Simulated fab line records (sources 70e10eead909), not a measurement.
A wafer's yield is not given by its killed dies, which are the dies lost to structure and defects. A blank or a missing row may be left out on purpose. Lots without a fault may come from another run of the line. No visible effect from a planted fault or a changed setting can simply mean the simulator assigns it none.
Which tool was responsible? | flow nand harc | 31 wafers from 11 lots sampled at 6 of the route's 1159 steps

WHAT EACH GAUGE READ, for each wafer
NHARC_A_BLC_CD_MEAS_10: target cd 100 nm. Usual: cd nm at 100.2 nm, with a standard deviation of 0.56.
lot  | measured     | on        | cd nm (nm)        | flag
L519 | day 19 11:07 | cd sem-01 | 100.3 99.6 100.5  |
L521 | day 19 19:08 | cd sem-03 | 99.5 101.0 97.6   |
L522 | day 19 21:11 | cd sem-02 | 99.7 99.5 99.8    |
L524 | day 20 04:11 | cd sem-03 | 99.8 97.5         |
L523 | day 20 04:48 | cd sem-03 | 100.9 97.8        |
L525 | day 21 17:29 | cd sem-02 | 99.9 101.1 100.0  |
L530 | day 22 19:42 | cd sem-03 | 99.9 100.4 100.1  |
L531 | day 23 09:16 | cd sem-03 | 99.8 100.7 98.9   |
L535 | day 23 10:09 | cd sem-03 | 101.7 100.9 100.3 |
L537 | day 23 23:46 | cd sem-03 | 100.4 100.5 100.8 |
L538 | day 24 00:38 | cd sem-03 | 100.2 100.6 99.8  |

NHARC_END_SORT_01. Usual: killed at array 27, standard deviation 12; killed at other 0.5, standard deviation 0.9; killed at periphery 3.7, standard deviation 2.7; killed dies 31, standard deviation 12; killed open 3.3, standard deviation 2; killed short 2.0, standard deviation 1.4.
lot  | measured     | on        | killed at array | killed at other | killed at periphery | killed dies | killed open | killed short | flag
L524 | day 22 08:08 | prober-01 | 20 11           | 0 1             | 6 5                 | 26 17       | 3 7         | 5 2          |
L523 | day 22 08:14 | prober-02 | 25 30           | 1 2             | 7 7                 | 33 39       | 4 7         | 3 1          |
L531 | day 25 18:07 | prober-02 | 37 32 25        | 0 0 0           | 4 3 3               | 41 35 28    | 5 2 1       | 0 1 0        |

TOOL THAT RAN EACH LOT (tool first, then ch and the chambers of the sampled wafers, then the start)
lot  | NHARC_A_CONTACT_ETCH_98                       | NHARC_A_CONTACT_ETCH_110           | NHARC_A_BLC_EXPOSE_07              | NHARC_A_BLC_STRIP_21
L519 | rie diel-08 ch 0,1,3, day 19 03:38 or earlier | rie diel-08 ch 2,3, day 19 03:38   | arfi scanner-03 ch 0, day 19 10:59 | rie diel-04 ch 0,2,3, day 19 12:29
L521 | rie diel-13 ch 0,3, day 19 15:45 or earlier   | rie diel-13 ch 2,3, day 19 15:45   | arfi scanner-03 ch 0, day 19 18:59 | rie diel-04 ch 1,2,3, day 19 20:29
L522 | rie diel-13 ch 0,1,2, day 19 17:46 or earlier | rie diel-11 ch 0,1,2, day 19 17:46 | arfi scanner-02 ch 0, day 19 21:02 | rie diel-04 ch 0,1,3, day 19 22:31
L524 | rie diel-11 ch 0,3, day 19 23:54 or earlier   | rie diel-08 ch 0,2, day 19 23:54   | arfi scanner-03 ch 0, day 20 04:02 | rie diel-02 ch 1, day 20 05:48
L523 | rie diel-08 ch 0,3, day 20 01:16 or earlier   | rie diel-08 ch 1,3, day 20 01:16   | arfi scanner-03 ch 0, day 20 04:40 | rie diel-02 ch 0,1, day 20 06:09
L525 | rie diel-13 ch 2,3, day 21 07:54 or earlier   | rie diel-13 ch 0,1,3, day 21 07:54 | arfi scanner-02 ch 0, day 21 17:21 | rie diel-04 ch 0,1,3, day 21 18:52
L530 | rie diel-08 ch 0,1,2, day 22 12:22 or earlier | rie diel-13 ch 0,2,3, day 22 12:22 | arfi scanner-03 ch 0, day 22 19:34 | rie diel-04 ch 0,1,3, day 22 21:02
L531 | rie diel-08 ch 0,1, day 22 20:26 or earlier   | rie diel-08 ch 0,1,2, day 22 20:26 | arfi scanner-03 ch 0, day 23 09:07 | rie diel-04 ch 0,2, day 23 10:49
L535 | rie diel-13 ch 1,2,3, day 22 23:25 or earlier | rie diel-13 ch 1,2,3, day 22 23:25 | arfi scanner-03 ch 0, day 23 10:01 | rie diel-12 ch 0,2,3, day 23 11:38
L537 | rie diel-08 ch 0,1,3, day 23 13:35 or earlier | rie diel-08 ch 0,1,3, day 23 13:35 | arfi scanner-03 ch 0, day 23 23:37 | rie diel-02 ch 0,1,2, day 24 01:19
L538 | rie diel-13 ch 0,2,3, day 23 16:26 or earlier | rie diel-13 ch 0,2,3, day 23 16:26 | arfi scanner-02 ch 0, day 24 00:30 | rie diel-04 ch 0,1,2, day 24 02:02
- NHARC_A_CONTACT_ETCH_98: etches the open film in C4F6/O2, target depth 20 nm, time 10 s.
- NHARC_A_CONTACT_ETCH_110: etches the open film in CF4/O2, target depth 50 nm, overetch 5 nm, time 27.5 s.
- NHARC_A_BLC_EXPOSE_07: exposes mask A BLC, target cd 100 nm.
- NHARC_A_BLC_STRIP_21: strips in O2.

AS READ BY THE TOOLS THEMSELVES (means over the sampled wafers that have a number; for cases with no such wafer, the mark the record gives instead)
NHARC_A_CONTACT_ETCH_98. Usual: drypump motor current A 5.6 A, standard deviation 0.47; oes product au 0.957 a.u., standard deviation 0.02; rf vpp V 547 V, standard deviation 3.9; showerhead plenum p Torr 3.95 Torr, standard deviation 0.19; throttle valve pct 26.903 %, standard deviation 0.0088.
lot  | tool        | drypump motor current A (A) | oes product au (a.u.) | rf vpp V (V) | showerhead plenum p Torr (Torr) | throttle valve pct (%) | flag
L519 | rie diel-08 | 5.4                         | 0.943                 | 548          | 3.99                            | 26.902                 |
L521 | rie diel-13 | 5.3                         | 0.937                 | 545          | 3.84                            | 26.905                 |
L522 | rie diel-13 | 5.8                         | 0.958                 | 543          | 3.78                            | 26.900                 |
L524 | rie diel-11 | 5.3                         | 0.980                 | 542          | 3.69                            | 26.911                 |
L523 | rie diel-08 | 5.4                         | 0.947                 | 548          | 3.98                            | 26.902                 |
L525 | rie diel-13 | 6.0                         | 0.956                 | 553          | 4.16                            | 26.900                 |
L530 | rie diel-08 | 5.3                         | 0.961                 | 550          | 4.07                            | 26.911                 |
L531 | rie diel-08 | 5.6                         | 1.004                 | 550          | 4.11                            | 26.904                 |
L535 | rie diel-13 | 6.0                         | 0.948                 | 550          | 4.07                            | 26.911                 |
L537 | rie diel-08 | 5.4                         | 0.944                 | 548          | 3.96                            | 26.909                 |
L538 | rie diel-13 | 5.6                         | 0.954                 | 548          | 4.00                            | 26.913                 |

NHARC_A_CONTACT_ETCH_110. Usual: cf4 flow sccm 80.02 sccm, standard deviation 0.23; drypump motor current A 5.6 A, standard deviation 0.5; oes product au 1.000 a.u., standard deviation 0.01; rf vpp V 198.0 V, standard deviation 1.7; showerhead plenum p Torr 1.34 Torr, standard deviation 0.066; throttle valve pct 13.398 %, standard deviation 0.0095.
lot  | tool        | cf4 flow sccm (sccm) | drypump motor current A (A) | oes product au (a.u.) | rf vpp V (V) | showerhead plenum p Torr (Torr) | throttle valve pct (%) | flag
L519 | rie diel-08 | 80.19                | 5.0                         | 0.988                 | 197.4        | 1.32                            | 13.402                 |
L521 | rie diel-13 | 80.08                | 5.8                         | 1.011                 | 198.3        | 1.33                            | 13.399                 |
L522 | rie diel-11 | 80.19                | 6.1                         | 0.993                 | 196.8        | 1.28                            | 13.402                 |
L524 | rie diel-08 | 79.88                | 5.3                         | 0.998                 | 199.4        | 1.41                            | 13.386                 |
L523 | rie diel-08 | 80.04                | 5.2                         | 1.008                 | 197.3        | 1.31                            | 13.396                 |
L525 | rie diel-13 | 79.90                | 5.6                         | 1.000                 | 198.0        | 1.33                            | 13.403                 |
L530 | rie diel-13 | 79.88                | 5.6                         | 1.011                 | 199.3        | 1.36                            | 13.403                 |
L531 | rie diel-08 | 80.15                | 5.3                         | 0.992                 | 198.6        | 1.39                            | 13.391                 |
L535 | rie diel-13 | 80.11                | 5.9                         | 0.995                 | 198.7        | 1.39                            | 13.409                 |
L537 | rie diel-08 | 80.03                | 5.4                         | 0.998                 | 198.7        | 1.35                            | 13.399                 |
L538 | rie diel-13 | 80.00                | 5.6                         | 1.016                 | 198.7        | 1.36                            | 13.389                 |

NHARC_A_BLC_EXPOSE_07. Usual: exposure dose mJ cm2 67.92, standard deviation 0.064; focus offset nm 0.1 nm, standard deviation 0.49.
lot  | tool            | exposure dose mJ cm2 | focus offset nm (nm) | flag
L519 | arfi scanner-03 | 67.91                | 0.7                  |
L521 | arfi scanner-03 | 67.84                | -0.2                 |
L522 | arfi scanner-02 | 67.94                | 0.2                  |
L524 | arfi scanner-03 | 67.81                | 0.0                  |
L523 | arfi scanner-03 | 67.89                | 0.2                  |
L525 | arfi scanner-02 | 67.98                | 0.4                  |
L530 | arfi scanner-03 | 67.94                | 0.5                  |
L531 | arfi scanner-03 | 67.93                | 0.1                  |
L535 | arfi scanner-03 | 67.92                | -0.1                 |
L537 | arfi scanner-03 | 67.85                | 0.0                  |
L538 | arfi scanner-02 | 67.92                | -0.1                 |

NHARC_A_BLC_STRIP_21. Usual: drypump motor current A 5.8 A, standard deviation 0.36; oes product au 1.005 a.u., standard deviation 0.01; rf vpp V 57.7 V, standard deviation 0.87; showerhead plenum p Torr 3.53 Torr, standard deviation 0.18; throttle valve pct 17.036 %, standard deviation 0.0091.
lot  | tool        | drypump motor current A (A) | oes product au (a.u.) | rf vpp V (V) | showerhead plenum p Torr (Torr) | throttle valve pct (%) | flag
L519 | rie diel-04 | 5.9                         | 1.005                 | 57.6         | 3.66                            | 17.043                 |
L521 | rie diel-04 | 5.7                         | 1.002                 | 57.8         | 3.65                            | 17.039                 |
L522 | rie diel-04 | 5.7                         | 1.016                 | 58.3         | 3.65                            | 17.032                 |
L524 | rie diel-02 | 6.1                         | 1.002                 | 57.0         | 3.32                            | 17.034                 |
L523 | rie diel-02 | 5.8                         | 1.000                 | 57.3         | 3.44                            | 17.044                 |
L525 | rie diel-04 | 5.7                         | 1.018                 | 57.4         | 3.65                            | 17.045                 |
L530 | rie diel-04 | 5.7                         | 1.011                 | 57.7         | 3.65                            | 17.031                 |
L531 | rie diel-04 | 5.8                         | 1.001                 | 58.6         | 3.76                            | 17.038                 |
L535 | rie diel-12 | 5.9                         | 1.010                 | 56.2         | 3.42                            | 17.035                 |
L537 | rie diel-02 | 5.7                         | 0.996                 | 57.1         | 3.45                            | 17.039                 |
L538 | rie diel-04 | 5.6                         | 1.013                 | 57.3         | 3.74                            | 17.030                 |

THE ANSWER, worked out from the rows above alone
Rule: lot off if the mean of its wafers having a number is beyond 3 standard deviations from the usual mean. Also off: a lot with no number at a reading for which 4 or more lots have one. Any other lot the step has rows for is counted as sound. The gauges are gone through in route order, then the tools' own readings, and for those a lot's mean is taken as printed above. At the first step where some lot is off, the reading lying furthest off is the one used; lots without a number count as furthest.
No lot is off at any reading shown: from this, nothing can be told.

WHAT WAS PUT IN BY THE SIMULATOR
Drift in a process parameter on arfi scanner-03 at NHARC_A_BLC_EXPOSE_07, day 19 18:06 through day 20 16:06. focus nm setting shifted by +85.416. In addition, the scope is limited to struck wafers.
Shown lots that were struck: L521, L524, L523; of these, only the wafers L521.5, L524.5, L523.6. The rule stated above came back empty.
